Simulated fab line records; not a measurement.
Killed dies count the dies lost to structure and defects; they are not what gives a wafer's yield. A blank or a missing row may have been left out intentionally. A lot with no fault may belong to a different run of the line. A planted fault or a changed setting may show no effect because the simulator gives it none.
Matching of chambers | flow n5Finfet | N5_FIN_SAQP_ETCH_65 on rieSi-02: 4 sister chambers
The step etches SiO2 in CF4, target depth 4 nm, time 4.4 s. 8 wafers are shown with their chamber, then 7 later ones without.

WAFERS PAIRED WITH THEIR CHAMBERS
wafer  | chamber | throttleValvePct (%) | drypumpMotorCurrentA (A)
L080.3 | 0       | 21.95                | 6.6
L080.5 | 2       | 22.00                | 5.3
L084.3 | 2       | 22.01                | 5.4
L085.1 | 3       | 21.75                | 6.1
L085.4 | 0       | 21.95                | 6.6
L085.6 | 1       | 21.30                | 5.8
L086.1 | 3       | 21.75                | 6.2
L086.3 | 1       | 21.32                | 5.8

WAFERS WITHOUT THEIR CHAMBER
wafer  | throttleValvePct (%) | drypumpMotorCurrentA (A)
L086.5 | 21.74                | 6.2
L096.1 | 21.96                | 6.6
L096.3 | 21.74                | 6.2
L096.5 | 21.96                | 6.6
L097.1 | 21.31                | 5.8
L097.3 | 21.99                | 5.3
L097.5 | 21.74                | 6.2

WHICH CHAMBER EACH ONE RAN IN
wafer  | from the rows above | in truth
L086.5 | 3                   | 3
L096.1 | 0                   | 0
L096.3 | 3                   | 3
L096.5 | 0                   | 0
L097.1 | 1                   | 1
L097.3 | 2                   | 2
L097.5 | 3                   | 3
Correctly placed: 7 of 7. Left unplaced by these rows: 0. Placed wrongly: 0.
How it was worked out, from the rows above alone: a wafer's distance from a chamber is the root of the sum, over the readings, of the square of ((its reading less the chamber's mean) divided by the reading's scatter). If the next closest chamber is less than 2 further off than the closest, the wafer can't be placed; otherwise it belongs to the closest. For every chamber, the mean is computed from those of its wafers that are shown. How the scatter is found: for the shown wafers, subtract from each reading the mean of its chamber, square and add these, divide the total by (wafers less chambers), then take the root.
